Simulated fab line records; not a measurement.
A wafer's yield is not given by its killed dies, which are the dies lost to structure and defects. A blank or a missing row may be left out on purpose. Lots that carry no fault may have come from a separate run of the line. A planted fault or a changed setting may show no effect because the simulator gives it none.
Chamber matching :: flow n5Finfet :: N5_BEOL_M3_DESCUM_33 on rieDiel-03: 4 sister chambers
The step chemistry O2, time 7 s. 4 wafers are shown with their chamber, then 11 later ones without.

== WAFERS, EACH WITH ITS CHAMBER ==
wafer: L083.6
chamber: 2
drypumpMotorCurrentA (A): 5.1

wafer: L085.5
chamber: 1
drypumpMotorCurrentA (A): 5.1

wafer: L088.1
chamber: 3
drypumpMotorCurrentA (A): 5.6

wafer: L092.1
chamber: 0
drypumpMotorCurrentA (A): 5.5

== WAFERS WITH NO CHAMBER GIVEN ==
wafer: L092.2
drypumpMotorCurrentA (A): 5.6

wafer: L092.3
drypumpMotorCurrentA (A): 5.1

wafer: L095.2
drypumpMotorCurrentA (A): 5.5

wafer: L095.3
drypumpMotorCurrentA (A): 5.6

wafer: L095.4
drypumpMotorCurrentA (A): 5.1

wafer: L093.1
drypumpMotorCurrentA (A): 5.1

wafer: L093.4
drypumpMotorCurrentA (A): 5.6

wafer: L093.5
drypumpMotorCurrentA (A): 5.4

wafer: L097.1
drypumpMotorCurrentA (A): 5.6

wafer: L097.5
drypumpMotorCurrentA (A): 5.4

wafer: L097.6
drypumpMotorCurrentA (A): 5.1

== WHICH CHAMBER EACH WENT THROUGH ==
wafer: L092.2
from the rows above: 3
in truth: 3

wafer: L092.3
from the rows above: can't be placed: 1 or 2
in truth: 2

wafer: L095.2
from the rows above: 0
in truth: 0

wafer: L095.3
from the rows above: 3
in truth: 3

wafer: L095.4
from the rows above: can't be placed: 1 or 2
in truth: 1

wafer: L093.1
from the rows above: can't be placed: 1 or 2
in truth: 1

wafer: L093.4
from the rows above: 3
in truth: 3

wafer: L093.5
from the rows above: 0
in truth: 0

wafer: L097.1
from the rows above: 3
in truth: 3

wafer: L097.5
from the rows above: 0
in truth: 0

wafer: L097.6
from the rows above: can't be placed: 1 or 2
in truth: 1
Correctly placed: 7 of 11. Cannot be placed on the basis of these rows: 4; the candidates contain the true chamber in 4. Placed wrongly: 0.
How it was worked out, from the rows above alone: a wafer's distance from a chamber is the root of the sum, over the readings, of the square of ((its reading less the chamber's mean) divided by the reading's scatter). If the next closest chamber is less than 2 further off than the closest, the wafer can't be placed; otherwise it belongs to the closest. For every chamber, the mean is computed from those of its wafers that are shown. The scatter: with one shown wafer a chamber, the root of the mean of the squares of how far each hidden wafer lies from its nearest shown one.
